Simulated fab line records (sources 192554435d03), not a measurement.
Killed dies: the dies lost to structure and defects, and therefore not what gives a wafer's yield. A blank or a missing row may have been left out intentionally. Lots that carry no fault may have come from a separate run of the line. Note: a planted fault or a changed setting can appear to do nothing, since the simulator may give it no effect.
Which of the tools did it? || flow n5Finfet || 72 wafers sampled from 24 lots at 1 step of a route of 1938

WHAT THE GAUGES READ, wafer by wafer
N5_BEOL_M6_CD_MEAS_35: target cd 40 nm, target cd y 28 nm. Usual: cdNm at 40.0 nm, with a standard deviation of 0.77.
{"lot": "L074", "measured": "day 8 12:09", "on": "cdSem-02", "cdNm (nm)": "40.2 40.1 39.1", "flag": ""}
{"lot": "L075", "measured": "day 8 20:33", "on": "cdSem-02", "cdNm (nm)": "41.2 39.8 40.7", "flag": ""}
{"lot": "L076", "measured": "day 9 07:14", "on": "cdSem-03", "cdNm (nm)": "40.9 39.9 39.7", "flag": ""}
{"lot": "L077", "measured": "day 9 07:32", "on": "cdSem-03", "cdNm (nm)": "40.3 38.6 40.7", "flag": ""}
{"lot": "L078", "measured": "day 9 09:44", "on": "cdSem-03", "cdNm (nm)": "41.2 40.6 40.5", "flag": ""}
{"lot": "L079", "measured": "day 9 12:29", "on": "cdSem-02", "cdNm (nm)": "38.6 40.8 39.8", "flag": ""}
{"lot": "L080", "measured": "day 9 16:04", "on": "cdSem-01", "cdNm (nm)": "39.7 39.9 38.9", "flag": ""}
{"lot": "L081", "measured": "day 10 12:15", "on": "cdSem-02", "cdNm (nm)": "41.0 40.6 39.3", "flag": ""}
{"lot": "L082", "measured": "day 10 21:22", "on": "cdSem-03", "cdNm (nm)": "40.3 40.3 39.9", "flag": ""}
{"lot": "L084", "measured": "day 11 00:38", "on": "cdSem-02", "cdNm (nm)": "40.2 41.1 41.5", "flag": ""}
{"lot": "L085", "measured": "day 11 05:18", "on": "cdSem-01", "cdNm (nm)": "39.8 38.9 38.3", "flag": ""}
{"lot": "L083", "measured": "day 11 07:20", "on": "cdSem-03", "cdNm (nm)": "40.1 40.9 40.9", "flag": ""}
{"lot": "L088", "measured": "day 11 22:37", "on": "cdSem-02", "cdNm (nm)": "39.5 40.7 39.6", "flag": ""}
{"lot": "L086", "measured": "day 11 23:05", "on": "cdSem-01", "cdNm (nm)": "40.7 40.2 40.4", "flag": ""}
{"lot": "L087", "measured": "day 12 00:52", "on": "cdSem-03", "cdNm (nm)": "40.2 40.0 40.1", "flag": ""}
{"lot": "L089", "measured": "day 12 11:37", "on": "cdSem-01", "cdNm (nm)": "39.0 39.3 41.0", "flag": ""}
{"lot": "L090", "measured": "day 12 22:20", "on": "cdSem-01", "cdNm (nm)": "39.9 40.6 40.5", "flag": ""}
{"lot": "L091", "measured": "day 13 02:35", "on": "cdSem-01", "cdNm (nm)": "39.3 40.2 40.3", "flag": ""}
{"lot": "L092", "measured": "day 13 04:50", "on": "cdSem-02", "cdNm (nm)": "39.2 39.6 40.1", "flag": ""}
{"lot": "L093", "measured": "day 13 12:25", "on": "cdSem-02", "cdNm (nm)": "40.1 39.8 39.8", "flag": ""}
{"lot": "L094", "measured": "day 13 14:55", "on": "cdSem-01", "cdNm (nm)": "39.7 39.3 39.4", "flag": ""}
{"lot": "L095", "measured": "day 13 23:58", "on": "cdSem-02", "cdNm (nm)": "41.5 40.1 40.7", "flag": ""}
{"lot": "L096", "measured": "day 14 06:04", "on": "cdSem-01", "cdNm (nm)": "39.1 38.8 40.2", "flag": ""}
{"lot": "L097", "measured": "day 14 06:29", "on": "cdSem-03", "cdNm (nm)": "39.2 40.0 39.6", "flag": ""}

TOOL THAT RAN EACH LOT (tool first, then ch and the chambers of the sampled wafers, then the start)
Before these readings, the record contains no process step.

AS READ BY THE TOOLS THEMSELVES (means over the sampled wafers that have a number; for cases with no such wafer, the mark the record gives instead)
The record holds no such reading with a usual standard deviation.

THE ANSWER, worked out from the rows above alone
Rule: a lot is off if the mean of its wafers that have a number lies more than 3 standard deviations from the usual mean. A lot without any number at a reading at which 4 lots or more have one is off too. Where the step has rows for the other lots, those lots are counted as sound. First the gauges in route order, then the tools' own readings, where a lot's mean is used as printed above. The first step at which some lot is off is used, and at that step the reading that is off furthest; a lot without a number counts as furthest.
Across all readings shown, no lot is off: no conclusion can be drawn from this.

WHAT THE SIMULATOR HAD INSERTED
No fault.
